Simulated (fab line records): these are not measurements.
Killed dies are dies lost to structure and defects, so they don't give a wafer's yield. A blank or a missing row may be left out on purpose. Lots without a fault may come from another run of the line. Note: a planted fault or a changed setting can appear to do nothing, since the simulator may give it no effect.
fab line records | flow n5Finfet
record lots=8 | wafers=24 | lastDay=17
route steps=1938 shown BEOL_M0_SAQP@654 BEOL_M0_CUTY@710 BEOL_M4@1111 PASSIVATION@1936
lots that met no fault: taken from a fault-free run of the same line
startH: the number of hours between the record's first day and the start of the first shown wafer of the lot | waitH: hours since the lot's step before | " same as the row above | L1.1+2: a row that stands for several wafers | - no value present, or no start provided | * or withheld: withheld | < > ~ a bound
route shown NAME@n: names a module that has steps shown in the file, with the first one's number in the route | usual: mean and standard deviation over wafers with no fault | same: alike in all rows | chamber/n: place in a boat | sites: per-site readings | _std_site: standard deviation across them | _edge_site: outer sites' mean less inner sites' | radiusMm: for every site, how far away it sits from the centre of the wafer | mask NAME#n: copy n | behind: the most recent tool/chamber to have shaped the wafer | hold: why the lot went on hold/how many hours it stayed there/how the hold came to an end | device: which transistor (n, p or np) failed to switch | end of line: at the end of the route, the tests of the same wafers | for a step that has no rows: nothing shown but its recipe | killed: not the wafer's yield, but the dies lost to structure and defects at the first sort | map: a wafer's dies, marking killed ones x, the rest . and places with no die _
set.NAME: the setting that was run; set.NAME@STEP: the one run at that earlier step | model.NAME: the simulator's own value behind a step, which no gauge read
route steps across a sampled set of lots; one table per step, one row per wafer
services: the hour from which a tool's chamber was out of use, counted from the record's first day as startH (under 0 if before that day), plus the number of hours and why
## steps
# step N5_BEOL_M0_SAQP_ETCH_84
# recipe chemistry=N2/H2 | target=SOC | targetDepthA=1000 | overetchA=200 | maskMaterial=SiARC | tempC=40 | timeS=150 | ionEnergyEv=200 | pressureMtorr=30 | sourceW=840 | biasW=150 | n2FlowSccm=200 | h2FlowSccm=200
# usual drypumpMotorCurrentA=5.8/0.41 | oesProductAu=0.68/0.068 | rfVppV=524.7/2.2 | showerheadPlenumPTorr=2.57/0.079 | throttleValvePct=17.96/0.28
lot.wafer | tool       | chamber | startH | waitH | drypumpMotorCurrentA | oesProductAu | rfHoursCounterH | rfVppV | showerheadPlenumPTorr | throttleValvePct
L998.1    | rieDiel-02 | 0       | 114.08 | 0.0   | 6.0                  | 0.63         | 222             | 526.4  | 2.64                  | 18.18
L998.3    | "          | 1       | "      | "     | 5.7                  | 0.66         | 169             | 519.9  | 2.42                  | 18.08
L998.5    | "          | 1       | "      | "     | 5.7                  | 0.66         | -               | 521.0  | 2.42                  | 18.10
L100.1    | rieDiel-01 | 3       | 126.54 | 0.0   | 6.4                  | 0.63         | 226             | 523.4  | 2.51                  | 17.82
L100.3    | "          | 0       | "      | "     | 5.1                  | 0.66         | 161             | 526.0  | 2.65                  | 17.79
L100.6    | "          | 2       | "      | "     | 5.5                  | 0.79         | -               | 525.8  | 2.60                  | 18.27
L102.1    | rieDiel-01 | 1       | 138.62 | 0.0   | 5.6                  | 0.62         | 236             | 524.7  | 2.51                  | 17.87
L102.3    | "          | 2       | "      | "     | 5.4                  | 0.78         | 51              | 525.8  | 2.60                  | 18.29
L102.6    | "          | 0       | "      | "     | 5.1                  | 0.67         | -               | 527.1  | 2.65                  | 17.78
L103.1    | rieDiel-01 | 2       | 147.61 | 0.0   | 5.4                  | 0.78         | 53              | 524.5  | 2.60                  | 18.29
L103.3    | "          | 1       | "      | "     | 5.6                  | 0.62         | 238             | 523.2  | 2.51                  | 17.87
L103.5    | "          | 1       | "      | "     | 5.7                  | 0.62         | -               | 522.6  | 2.51                  | 17.87
L111.1    | rieDiel-01 | 2       | 191.14 | 0.0   | 5.4                  | 0.76         | 67              | 524.0  | 2.59                  | 18.31
L111.3    | "          | 0       | "      | "     | 5.1                  | 0.66         | 178             | 526.9  | 2.64                  | 17.80
L111.5    | "          | 2       | "      | "     | 5.4                  | 0.76         | -               | 523.8  | 2.59                  | 18.30
L115.2    | rieDiel-02 | 3       | 236.50 | 0.0   | 5.7                  | 0.61         | 227             | 522.9  | 2.50                  | 18.42
L115.5    | "          | 0       | "      | "     | 5.9                  | 0.84         | -               | 525.6  | 2.62                  | 17.65
L115.6    | "          | 1       | "      | "     | 5.7                  | 0.64         | -               | 520.9  | 2.41                  | 18.15
L118.1    | rieDiel-03 | 3       | 236.99 | 0.0   | 6.6                  | 0.79         | 49              | 530.7  | 2.69                  | 17.60
L118.3    | "          | 2       | "      | "     | 6.4                  | 0.65         | 181             | 523.2  | 2.51                  | 17.66
L118.4    | "          | 1       | "      | "     | 5.7                  | 0.64         | 186             | 522.6  | 2.52                  | 18.13
L119.1    | rieDiel-02 | 0       | 242.53 | 0.0   | 6.0                  | 0.83         | 7               | 526.4  | 2.62                  | 17.65
L119.3    | "          | 3       | "      | "     | 5.7                  | 0.61         | 229             | 522.7  | 2.50                  | 18.41
L119.4    | "          | 2       | "      | "     | 6.0                  | 0.65         | 198             | 526.4  | 2.64                  | 18.16
# step N5_BEOL_M0_SAQP_SPACER2_ETCHBACK_27
# recipe chemistry=CHF3/O2 | mode=anisotropicEtchback | target=SiO2 | targetDepthA=225 | timeS=11.25 | pressureMtorr=30 | sourceW=650 | biasW=170 | Ar_flow_sccm=200 | CHF3_flow_sccm=50 | O2_flow_sccm=5 | ionEnergyEv=200
# usual O2_flow_sccm=4.998/0.015 | drypumpMotorCurrentA=6.0/0.42 | oesProductAu=0.76/0.083 | rfVppV=520/15 | showerheadPlenumPTorr=2.43/0.073 | throttleValvePct=18.92/0.23
lot.wafer | tool       | chamber | startH | waitH | O2_flow_sccm | drypumpMotorCurrentA | oesProductAu | rfHoursCounterH | rfVppV | showerheadPlenumPTorr | throttleValvePct
L998.1    | rieDiel-03 | 2       | 117.72 | 0.3   | 4.993        | 6.4                  | 0.75         | 149             | 533    | 2.41                  | 18.85
L998.3    | "          | 1       | "      | "     | 5.022        | 5.7                  | 0.74         | 156             | 513    | 2.39                  | 19.10
L998.5    | "          | 3       | "      | "     | 4.998        | 6.6                  | 0.93         | -               | 526    | 2.56                  | 18.64
L100.1    | rieDiel-03 | 2       | 129.74 | 0.3   | 5.013        | 6.4                  | 0.76         | 152             | 531    | 2.41                  | 18.86
L100.3    | "          | 0       | "      | "     | 4.999        | 6.1                  | 0.75         | 146             | 506    | 2.50                  | 18.66
L100.6    | "          | 0       | "      | "     | 4.986        | 6.1                  | 0.75         | -               | 508    | 2.50                  | 18.67
L102.1    | rieDiel-03 | 3       | 142.50 | 0.3   | 4.990        | 6.6                  | 0.90         | 22              | 526    | 2.56                  | 18.65
L102.3    | "          | 2       | "      | "     | 5.002        | 6.4                  | 0.75         | 155             | 532    | 2.41                  | 18.87
L102.6    | "          | 3       | "      | "     | 5.002        | 6.6                  | 0.91         | -               | 527    | 2.56                  | 18.66
L103.1    | rieDiel-03 | 2       | 151.39 | 0.3   | 4.981        | 6.4                  | 0.73         | 158             | 532    | 2.41                  | 18.87
L103.3    | "          | 3       | "      | "     | 5.004        | 6.6                  | 0.90         | 25              | 526    | 2.56                  | 18.66
L103.5    | "          | 2       | "      | "     | 5.003        | 6.4                  | 0.73         | -               | 532    | 2.41                  | 18.86
L111.1    | rieDiel-03 | 2       | 194.83 | 0.3   | 4.981        | 6.4                  | 0.72         | 171             | 533    | 2.40                  | 18.89
L111.3    | "          | 3       | "      | "     | 4.973        | 6.6                  | 0.87         | 39              | 526    | 2.55                  | 18.68
L111.5    | "          | 0       | "      | "     | 4.973        | 6.1                  | 0.73         | -               | 509    | 2.49                  | 18.69
L115.2    | rieDiel-02 | 0       | 241.44 | 0.6   | 4.980        | 5.9                  | 0.98         | 6               | 548    | 2.44                  | 18.48
L115.5    | "          | 2       | "      | "     | 4.986        | 6.0                  | 0.73         | -               | 520    | 2.50                  | 19.10
L115.6    | "          | 1       | "      | "     | 5.023        | 5.7                  | 0.69         | -               | 496    | 2.30                  | 19.19
L118.1    | rieDiel-01 | 2       | 242.20 | 0.3   | 5.000        | 5.4                  | 0.84         | 88              | 535    | 2.42                  | 19.07
L118.3    | "          | 0       | "      | "     | 5.002        | 5.1                  | 0.72         | 199             | 511    | 2.50                  | 18.91
L118.4    | "          | 0       | "      | "     | 5.019        | 5.1                  | 0.73         | -               | 510    | 2.50                  | 18.92
L119.1    | rieDiel-02 | 0       | 246.17 | 0.3   | 4.999        | 5.9                  | 0.95         | 8               | 548    | 2.44                  | 18.49
L119.3    | "          | 3       | "      | "     | 4.995        | 5.8                  | 0.69         | 230             | 547    | 2.37                  | 19.37
L119.4    | "          | 1       | "      | "     | 4.995        | 5.7                  | 0.69         | 213             | 498    | 2.30                  | 19.20
# step N5_BEOL_M0_SAQP_INSPECT_42
# recipe mode=adi | inspectInstrument=brightfield
# usual rawDefectCount=320/100
lot.wafer | tool             | chamber | startH | waitH | rawDefectCount
L998.1    | defectInspect-02 | -       | 118.44 | 0.1   | 404
L998.3    | "                | -       | "      | "     | 312
L998.5    | "                | -       | "      | "     | 224
L100.1    | defectInspect-02 | -       | 130.46 | 0.1   | 225
L100.3    | "                | -       | "      | "     | 256
L100.6    | "                | -       | "      | "     | 221
L102.1    | defectInspect-01 | -       | 143.22 | 0.1   | 253
L102.3    | "                | -       | "      | "     | 302
L102.6    | "                | -       | "      | "     | 257
L103.1    | defectInspect-01 | -       | 151.99 | 0.1   | 268
L103.3    | "                | -       | "      | "     | 308
L103.5    | "                | -       | "      | "     | 265
L111.1    | defectInspect-01 | -       | 195.54 | 0.1   | 573
L111.3    | "                | -       | "      | "     | 242
L111.5    | "                | -       | "      | "     | 573
L115.2    | defectInspect-01 | -       | 242.18 | 0.1   | 332
L115.5    | "                | -       | "      | "     | 396
L115.6    | "                | -       | "      | "     | 434
L118.1    | defectInspect-01 | -       | 242.92 | 0.1   | 723
L118.3    | "                | -       | "      | "     | 444
L118.4    | "                | -       | "      | "     | 438
L119.1    | defectInspect-01 | -       | 246.77 | 0.1   | 364
L119.3    | "                | -       | "      | "     | 290
L119.4    | "                | -       | "      | "     | 256
# step N5_BEOL_M0_SAQP_ETCH_73
# recipe chemistry=CF4 | target=SiARC | targetDepthA=195 | maskMaterial=CAR-EUV | timeS=32.5 | ionEnergyEv=80 | pressureMtorr=40 | sourceW=545 | biasW=36 | Ar_flow_sccm=100 | cf4FlowSccm=100 | ends=cleared
# usual drypumpMotorCurrentA=5.9/0.36 | etchRfOnTimeS=32.7/1.1 | oesProductAu=0.64/0.06 | rfVppV=184.4/1.1 | showerheadPlenumPTorr=2.16/0.06 | throttleValvePct=15.72/0.23
lot.wafer | tool       | chamber | startH | waitH | drypumpMotorCurrentA | etchRfOnTimeS | oesProductAu | rfHoursCounterH | rfVppV | showerheadPlenumPTorr | throttleValvePct
L998.1    | rieDiel-02 | 2       | 118.52 | 0.0   | 6.0                  | 31.7          | 0.65         | 157             | 183.4  | 2.23                  | 15.70
L998.3    | "          | 1       | "      | "     | 5.7                  | 33.3          | 0.62         | 171             | 183.1  | 2.08                  | 15.97
L998.5    | "          | 2       | "      | "     | 6.0                  | 31.9          | 0.65         | -               | 184.0  | 2.23                  | 15.71
L100.1    | rieDiel-03 | 2       | 130.55 | 0.0   | 6.4                  | 32.3          | 0.64         | 152             | 184.4  | 2.15                  | 15.62
L100.3    | "          | 0       | "      | "     | 6.1                  | 33.6          | 0.64         | 146             | 185.5  | 2.22                  | 15.48
L100.6    | "          | 1       | "      | "     | 5.7                  | 33.3          | 0.63         | -               | 184.1  | 2.13                  | 15.85
L102.1    | rieDiel-01 | 3       | 143.31 | 0.0   | 6.3                  | 34.4          | 0.57         | 232             | 183.4  | 2.11                  | 15.71
L102.3    | "          | 1       | "      | "     | 5.6                  | 33.2          | 0.58         | 238             | 184.1  | 2.09                  | 15.47
L102.6    | "          | 3       | "      | "     | 6.4                  | 34.2          | 0.58         | -               | 183.5  | 2.11                  | 15.71
L103.1    | rieDiel-01 | 2       | 152.07 | 0.0   | 5.4                  | 31.2          | 0.75         | 54              | 184.5  | 2.16                  | 15.69
L103.3    | "          | 3       | "      | "     | 6.4                  | 34.1          | 0.57         | 233             | 183.7  | 2.11                  | 15.72
L103.5    | "          | 2       | "      | "     | 5.4                  | 31.6          | 0.76         | -               | 185.4  | 2.16                  | 15.67
L111.1    | rieDiel-03 | 1       | 195.63 | 0.0   | 5.7                  | 33.8          | 0.61         | 175             | 184.1  | 2.13                  | 15.91
L111.3    | "          | 2       | "      | "     | 6.4                  | 32.3          | 0.63         | 171             | 182.3  | 2.14                  | 15.65
L111.5    | "          | 1       | "      | "     | 5.7                  | 33.7          | 0.62         | -               | 183.3  | 2.13                  | 15.88
L115.2    | rieDiel-03 | 1       | 242.27 | 0.0   | 5.7                  | 33.6          | 0.61         | 188             | 184.4  | 2.12                  | 15.89
L115.5    | "          | 3       | "      | "     | 6.6                  | 34.2          | 0.73         | -               | 183.2  | 2.25                  | 15.39
L115.6    | "          | 0       | "      | "     | 6.1                  | 34.0          | 0.63         | -               | 184.1  | 2.21                  | 15.53
L118.1    | rieDiel-03 | 2       | 243.00 | 0.0   | 6.4                  | 32.0          | 0.62         | 183             | 184.4  | 2.14                  | 15.69
L118.3    | "          | 3       | "      | "     | 6.6                  | 34.2          | 0.72         | 51              | 185.1  | 2.25                  | 15.37
L118.4    | "          | 0       | "      | "     | 6.1                  | 34.1          | 0.61         | 177             | 185.3  | 2.21                  | 15.53
L119.1    | rieDiel-02 | 1       | 246.85 | 0.0   | 5.7                  | 33.9          | 0.59         | 213             | 183.8  | 2.06                  | 16.05
L119.3    | "          | 2       | "      | "     | 6.0                  | 32.2          | 0.62         | 199             | 184.5  | 2.22                  | 15.80
L119.4    | "          | 0       | "      | "     | 5.9                  | 30.6          | 0.82         | 8               | 184.9  | 2.16                  | 15.17
# step N5_BEOL_M0_SAQP_ALD_48
# recipe material=SiO2 | targetThkA=200 | tempC=100 | aldPrecursorFamily=BDEAS | aldCoReactant=O2-plasma | pulseTimeS=1 | coReactantPulseTimeS=1 | purgeTimeS=2 | coReactantPurgeTimeS=2 | aldCycles=139 | pressureTorr=2
# usual heaterPowerOuterW=41/5.4 | heaterPowerW=78/9.5 | precursorPulseHeightRel=1.000/0.017
lot.wafer | tool      | chamber | startH | waitH | heaterPowerOuterW | heaterPowerW | precursorPulseHeightRel
L998.1    | aldSin-03 | 2       | 118.76 | 0.0   | 43                | 78           | 1.018
L998.3    | "         | 1       | "      | "     | 39                | 71           | 0.994
L998.5    | "         | 0       | "      | "     | 38                | 72           | 1.021
L100.1    | aldSin-01 | 0       | 130.78 | 0.0   | 41                | 71           | 0.978
L100.3    | "         | 3       | "      | "     | 42                | 78           | 1.006
L100.6    | "         | 2       | "      | "     | 36                | 75           | 0.967
L102.1    | aldSin-01 | 1       | 143.54 | 0.0   | 39                | 75           | 0.993
L102.3    | "         | 0       | "      | "     | 40                | 73           | 0.963
L102.6    | "         | 2       | "      | "     | 37                | 73           | 1.002
L103.1    | aldSin-01 | 0       | 152.77 | 0.5   | 39                | 71           | 1.009
L103.3    | "         | 2       | "      | "     | 37                | 74           | 1.022
L103.5    | "         | 3       | "      | "     | 44                | 80           | 1.011
L111.1    | aldSin-01 | 1       | 195.86 | 0.0   | 39                | 74           | 1.030
L111.3    | "         | 3       | "      | "     | 43                | 76           | 1.017
L111.5    | "         | 2       | "      | "     | 37                | 73           | 1.024
L115.2    | aldSin-01 | 0       | 242.50 | 0.0   | 41                | 71           | 1.014
L115.5    | "         | 3       | "      | "     | 43                | 77           | 0.995
L115.6    | "         | 2       | "      | "     | 37                | 74           | 0.974
L118.1    | aldSin-02 | 1       | 243.31 | 0.1   | 58                | 107          | 0.999
L118.3    | "         | 2       | "      | "     | 37                | 74           | 0.973
L118.4    | "         | 3       | "      | "     | 41                | 80           | 0.988
L119.1    | aldSin-02 | 0       | 247.09 | 0.0   | 42                | 89           | 0.989
L119.3    | "         | 1       | "      | "     | 57                | 105          | 0.998
L119.4    | "         | 3       | "      | "     | 41                | 79           | 0.987
# step N5_BEOL_M0_CUTY_INSPECT_59
# recipe mode=adi | inspectInstrument=macro
# usual rawDefectCount=2.2/1.4
lot.wafer | tool             | chamber | startH | waitH | rawDefectCount
L998.1    | defectInspect-01 | -       | 119.71 | 0.0   | 4
L998.3    | "                | -       | "      | "     | 3
L998.5    | "                | -       | "      | "     | 2
L100.1    | defectInspect-02 | -       | 131.94 | 0.0   | 2
L100.3    | "                | -       | "      | "     | 4
L100.6    | "                | -       | "      | "     | 2
L102.1    | defectInspect-02 | -       | 144.61 | 0.0   | 4
L102.3    | "                | -       | "      | "     | 2
L102.6    | "                | -       | "      | "     | 3
L103.1    | defectInspect-01 | -       | 153.79 | 0.0   | 3
L103.3    | "                | -       | "      | "     | 2
L103.5    | "                | -       | "      | "     | 1
L111.1    | defectInspect-01 | -       | 196.95 | 0.0   | 283
L111.3    | "                | -       | "      | "     | 1
L111.5    | "                | -       | "      | "     | 278
L115.2    | defectInspect-01 | -       | 243.57 | 0.0   | 1
L115.5    | "                | -       | "      | "     | 5
L115.6    | "                | -       | "      | "     | 2
L118.1    | defectInspect-01 | -       | 244.38 | 0.0   | 3
L118.3    | "                | -       | "      | "     | 6
L118.4    | "                | -       | "      | "     | 1
L119.1    | defectInspect-01 | -       | 248.16 | 0.0   | 0
L119.3    | "                | -       | "      | "     | 3
L119.4    | "                | -       | "      | "     | 4
# step N5_BEOL_M4_RC_MEAS_101
# usual DIBL_N=36.8/2.2 | DIBL_P=37.0/2.8 | IOFF_N=0.18/0.043 | IOFF_P=0.23/0.05 | ION_N=680/14 | ION_P=466/9.1 | SS_N=71.7/0.74 | SS_P=73.5/0.79 | VT_N=248/4 | VT_P=-249/4.1
lot.wafer | tool      | chamber | startH | waitH | DIBL_N[mV/V] | DIBL_P[mV/V] | IOFF_N[nA/um] | IOFF_P[nA/um] | ION_N[uA/um] | ION_P[uA/um] | SS_N[mV/dec] | SS_P[mV/dec] | VT_N[mV] | VT_P[mV]
L998.1    | prober-02 | 0       | 177.57 | 0.0   | 37.8         | 36.7         | 0.16          | 0.19          | 666          | 450          | 71.9         | 73.9         | 249      | -254
L998.3    | "         | 0       | "      | "     | 34.9         | 33.9         | 0.13          | 0.17          | 677          | 462          | 69.7         | 73.0         | 252      | -255
L998.5    | "         | 0       | "      | "     | 38.9         | 38.6         | 0.19          | 0.23          | 688          | 463          | 71.8         | 73.7         | 248      | -251
L100.1    | prober-01 | 0       | 197.16 | 0.1   | 35.7         | 36.9         | 0.18          | 0.19          | 677          | 453          | 71.6         | 73.4         | 243      | -254
L100.3    | "         | 0       | "      | "     | 36.3         | 38.2         | 0.17          | 0.19          | 667          | 456          | 71.6         | 73.1         | 253      | -253
L100.6    | "         | 0       | "      | "     | 37.7         | 40.2         | 0.23          | 0.24          | 700          | 467          | 72.0         | 73.6         | 244      | -250
L102.1    | prober-01 | 0       | 203.58 | 0.0   | 36.2         | 37.8         | 0.16          | 0.20          | 681          | 464          | 72.4         | 72.9         | 250      | -251
L102.3    | "         | 0       | "      | "     | 39.3         | 41.7         | 0.21          | 0.29          | 692          | 469          | 73.0         | 74.6         | 247      | -248
L102.6    | "         | 0       | "      | "     | 36.2         | 38.4         | 0.15          | 0.20          | 676          | 463          | 71.3         | 72.4         | 249      | -251
L103.1    | prober-02 | 0       | 205.15 | 0.0   | 38.0         | 36.7         | 0.21          | 0.23          | 690          | 468          | 71.7         | 73.6         | 246      | -250
L103.3    | "         | 0       | "      | "     | 39.4         | 38.2         | 0.22          | 0.24          | 699          | 469          | 72.1         | 74.7         | 249      | -248
L103.5    | "         | 0       | "      | "     | 34.8         | 32.6         | 0.13          | 0.16          | 684          | 462          | 71.1         | 72.6         | 253      | -253
L111.1    | prober-02 | 0       | 254.04 | 0.0   | 39.4         | 41.1         | 0.25          | 0.29          | 703          | 478          | 72.8         | 74.9         | 243      | -244
L111.3    | "         | 0       | "      | "     | 34.7         | 32.9         | 0.14          | 0.15          | 672          | 454          | 71.4         | 72.9         | 250      | -255
L111.5    | "         | 0       | "      | "     | 35.5         | 35.6         | 0.15          | 0.20          | 670          | 461          | 71.3         | 72.9         | 250      | -252
L115.2    | prober-02 | 0       | 284.80 | 0.2   | 34.6         | 34.2         | 0.13          | 0.19          | 664          | 457          | 70.7         | 73.0         | 252      | -251
L115.5    | "         | 0       | "      | "     | 30.4         | 29.0         | 0.08          | 0.12          | 636          | 441          | 69.9         | 71.5         | 259      | -257
L115.6    | "         | 0       | "      | "     | 39.2         | 40.9         | 0.25          | 0.31          | 695          | 474          | 71.6         | 74.1         | 242      | -244
L118.1    | prober-01 | 0       | 291.49 | 0.0   | 37.4         | 36.0         | 0.18          | 0.20          | 687          | 459          | 71.9         | 73.4         | 249      | -252
L118.3    | "         | 0       | "      | "     | 39.8         | 41.2         | 0.25          | 0.31          | 707          | 480          | 73.3         | 74.3         | 244      | -249
L118.4    | "         | 0       | "      | "     | 38.5         | 37.6         | 0.21          | 0.23          | 683          | 460          | 72.8         | 73.8         | 247      | -250
L119.1    | prober-01 | 0       | 298.57 | 0.0   | 33.4         | 34.3         | 0.12          | 0.17          | 671          | 460          | 70.6         | 73.1         | 256      | -255
L119.3    | "         | 0       | "      | "     | 37.3         | 39.2         | 0.20          | 0.25          | 687          | 468          | 71.6         | 73.7         | 246      | -250
L119.4    | "         | 0       | "      | "     | 35.5         | 37.2         | 0.15          | 0.22          | 670          | 466          | 71.4         | 73.1         | 251      | -250
# step N5_PASSIVATION_PROBE_49
# usual defectLimitedYield=91.4/1.5 | killed_at_M0_to_M3=36/11 | killed_at_M4_up=14/6 | killedAtContacts=11/6 | killedAtFrontEnd=37/11 | killedAtOther=4/3.4 | killedDies=102/18 | killedOpen=66/13 | killedShort=34/7.8 | sort_bin_4_leakage=0.00/0.017 | sort_bin_5_function=5.0/0.97 | sort_bin_6_memory=3.2/0.7 | sort_bin_8_speed=0.0/0.38 | sortNPass=1078/19 | sortYieldPct=91.3/1.6
# same grossDies=1180 | killedAtBackSide=0
lot.wafer | tool      | chamber | startH | waitH | defectLimitedYield[%] | killed_at_M0_to_M3 | killed_at_M4_up | killedAtContacts | killedAtFrontEnd | killedAtOther | killedDies | killedOpen | killedShort | sort_bin_4_leakage[%] | sort_bin_5_function[%] | sort_bin_6_memory[%] | sort_bin_8_speed[%] | sortNPass | sortYieldPct[%]
L111.1    | prober-02 | -       | 359.21 | 0.5   | 82.1                  | 145                | 23              | 24               | 19               | 0             | 211        | 82         | 29          | 0                     | 11.4                   | 4.8                  | 0                   | 969       | 82.1
L111.3    | prober-02 | -       | 359.31 | 0.6   | 90.6                  | 22                 | 36              | 6                | 43               | 4             | 111        | 71         | 39          | 0                     | 5.3                    | 3.8                  | 0                   | 1069      | 90.6
L111.5    | prober-02 | -       | 359.41 | 0.7   | 84.6                  | 119                | 21              | 7                | 34               | 1             | 182        | 60         | 32          | 0                     | 10.0                   | 3.8                  | 0                   | 998       | 84.6
# killed by level:class
L111.1 BEOL_M0_SAQP:unspecified=100 MOL_CONTACT_COAG:geometricParticle:open=22 BEOL_M2:geometricParticle:open=13 BEOL_M0_SAQP:geometricParticle:open=11 BEOL_M0_SAQP:geometricParticle:short=10 BEOL_M4:geometricParticle:open=9 BEOL_M5:geometricParticle:open=7 FIN_SAQP:geometricParticle:open=5
L111.3 BEOL_M4:geometricParticle:open=14 FIN_SAQP:geometricParticle:short=12 BEOL_M5:geometricParticle:open=8 STI_FIN_REVEAL:geometricParticle:open=7 BEOL_M0_SAQP:geometricParticle:short=7 GATE_CUT:geometricParticle:short=6 BEOL_M0_SAQP:geometricParticle:open=6 FIN_SAQP:geometricParticle:open=5
L111.5 BEOL_M0_SAQP:unspecified=89 BEOL_M0_SAQP:geometricParticle:open=9 BEOL_M4:geometricParticle:open=8 FIN_SAQP:geometricParticle:open=7 GATE_CUT:geometricParticle:short=6 MOL_CONTACT_COAG:geometricParticle:open=6 FIN_SAQP:geometricParticle:short=5 BEOL_M3:geometricParticle:open=5
## services
tool       | chamber | startH | hours | kind
aldSin-02  | 3       | 95.33  | 2.5   | repair
aldSin-01  | 0       | 99.43  | -     | clean
aldSin-01  | 1       | 99.43  | -     | clean
aldSin-01  | 2       | 99.43  | -     | clean
aldSin-01  | -       | 103.42 | 0.9   | repair
rieDiel-01 | 0       | 140.58 | 7.1   | repair
rieDiel-01 | -       | 143.86 | 3.3   | repair
rieDiel-03 | 1       | 147.36 | 3.3   | repair
rieDiel-03 | -       | 160.73 | 0.5   | repair
aldSin-03  | -       | 176.75 | 14.0  | pm
rieDiel-01 | 1       | 187.49 | -     | clean
rieDiel-01 | 1       | 187.49 | -     | consumableReplace:focusRing
rieDiel-01 | 1       | 187.49 | 23.4  | scheduledDown
rieDiel-01 | 1       | 187.49 | 23.4  | ventCycle
rieDiel-03 | -       | 198.08 | 1.1   | repair
rieDiel-03 | -       | 199.54 | 2.6   | repair
rieDiel-02 | 0       | 201.57 | -     | clean
rieDiel-02 | 0       | 201.57 | -     | consumableReplace:focusRing
rieDiel-02 | 0       | 201.57 | 21.2  | scheduledDown
rieDiel-02 | 0       | 201.57 | 21.2  | ventCycle
aldSin-03  | 0       | 207.35 | 4.5   | repair
rieDiel-01 | 3       | 213.02 | 48.6  | repair
rieDiel-03 | 0       | 216.61 | 2.9   | repair
aldSin-03  | 0       | 219.36 | 18.2  | repair
## key
firstSign step=N5_BEOL_M0_SAQP_INSPECT_42 | reading=rawDefectCount | direction=up | sigmas=2.5 | usual=320 | struck=573
effect step=N5_BEOL_M0_CUTY_INSPECT_59 | reading=rawDefectCount | direction=up | sigmas=99+ | usual=2.2 | struck=280.5
effect step=N5_PASSIVATION_PROBE_49 | reading=killed_at_M0_to_M3 | direction=up | sigmas=9.1 | usual=36 | struck=132
moreKillsBornAt N5_BEOL_M0_SAQP_ETCH_84@rieDiel-01=189
metAt N5_BEOL_M0_SAQP_ETCH_84
struckLots L111
struckWafers L111.1,L111.5
notActingAt N5_BEOL_M0_SAQP_SPACER2_ETCHBACK_27,N5_BEOL_M0_SAQP_ETCH_73,N5_BEOL_M0_SAQP_ALD_48
onsetBetween 147.61 191.14
fault kind=chamberParticleSource | tool=rieDiel-01 | chamber=2 | onsetH=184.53 | steps=N5_BEOL_M0_SAQP_ETCH_84 | ratePerVisitCm2=0.43535 | endH=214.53
